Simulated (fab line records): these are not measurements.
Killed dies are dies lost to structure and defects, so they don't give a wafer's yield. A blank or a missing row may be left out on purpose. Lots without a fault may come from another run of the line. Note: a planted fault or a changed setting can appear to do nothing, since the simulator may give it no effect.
Code-filled problem report in 8D (eight disciplines) form    flow nand_harc    the parts of the form that need people (team, actions taken, sign-off) are left out

## 1. WHAT IS WRONG
killed_at_array at NHARC_END_SORT_01 reads a mean of 92 on 1 wafer of 1 lot; wafers without a fault read 24 with a standard deviation of 8.8. That puts it +7.7 standard deviations away from the usual mean.
First observed at day 22 21:00: wafer L496.5, on prober-01. The record holds 3 wafers of 1 lot with a number at this step. Rule for "out" (also "out of limits"): further than 4 standard deviations from the usual mean. The other wafers with a number count as sound.

## 2. WHAT THIS IS AND IS NOT
question                     is                            is not
which readings at this step  killed_at_array, killed_dies  killed_at_other, killed_at_periphery, killed_open, killed_short
which lots                   L496                          -
which wafers of those lots   L496.5                        L496.2, L496.4
read on which gauges         prober-01                     -
when                         from day 22 21:00             up to then (2 sound wafers)

## 3. THE SUSPECTS, EACH WITH WHAT RULES IT OUT
Counting: any tool at a process step up to the reading remains a suspect provided it ran every lot that is out. Sound lots after the first of them don't rule it out here, since some wafers of a struck lot are sound.
- the gauge at NHARC_END_SORT_01: kept. All the wafers that are out were read on prober-01, and no step on other tools shows them out.
- rie_diel-09 at NHARC_A_STAIRCASE_TRIM_12 (chemistry O2, time 211.2 s): kept. It ran the lot that is out, L496 (day 14 04:31).
- pvd_sputter-02 at NHARC_A_BONDPAD_PRE_CLEAN_26 (time 30 s): kept. It ran the lot that is out, L496 (day 21 23:40). NHARC_A_BONDPAD_PRE_CLEAN_26 gives no start for some lots, so the hours and the order of its lots are those of NHARC_THIN_TSV_ETCH_15.
- rie_si-04 at NHARC_THIN_TSV_ETCH_15 (target depth 3000 nm, bosch target overetch cycles 2, bosch etch step 2.8 s): kept. It ran the lot that is out, L496 (day 21 23:40).
- plasma_asher-02 at NHARC_THIN_TSV_STRIP_62 (strips in N2/H2, time 20 s): kept. It ran the lot that is out, L496 (day 22 01:36).
- rie_diel-09, NHARC_A_STAIRCASE_TRIM_12: wafers that are out in chamber 1, sound lot-mates in chambers 2, 3.
Left after counting: rie_diel-09 at NHARC_A_STAIRCASE_TRIM_12, pvd_sputter-02 at NHARC_A_BONDPAD_PRE_CLEAN_26, rie_si-04 at NHARC_THIN_TSV_ETCH_15, plasma_asher-02 at NHARC_THIN_TSV_STRIP_62, prober-01 at NHARC_END_SORT_01.

## 4. THE CAUSE (what the simulator had put in)
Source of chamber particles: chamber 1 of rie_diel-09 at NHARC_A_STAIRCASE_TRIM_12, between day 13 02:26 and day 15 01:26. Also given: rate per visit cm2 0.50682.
This tool is one of the 5 suspects left after counting.

## 5. THE CHAIN OF EFFECTS, in route order
Rows list readings where the struck wafers' mean (over those with a number) sits beyond 3 standard deviations from the usual. Only readings whose record carries a usual standard deviation are examined. hours: median over the lots of the time between each lot's start at the first step of this table that gives one and its start at this step. sigmas: the change, counted in usual standard deviations.
hours  step               reading          usual  on struck wafers  change  sigmas
0      NHARC_END_SORT_01  killed_at_array  24     92                +68     +7.7
0      NHARC_END_SORT_01  killed_dies      28     94                +66     +7.1

## 6. WHAT WOULD HAVE CAUGHT IT SOONER
The first out-of-limits reading at a measuring or inspecting step in this record came at day 22 21:00, 235 hours after the fault's start at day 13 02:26.
No tool reading at NHARC_A_STAIRCASE_TRIM_12 that has a usual standard deviation in the record was out on any struck wafer, so an alarm limit of 4 standard deviations on those readings would not have fired.
All the lots that are out (1) had begun NHARC_A_STAIRCASE_TRIM_12 on rie_diel-09 by day 22 21:00. None of them would have been spared by holding the tool at that moment.
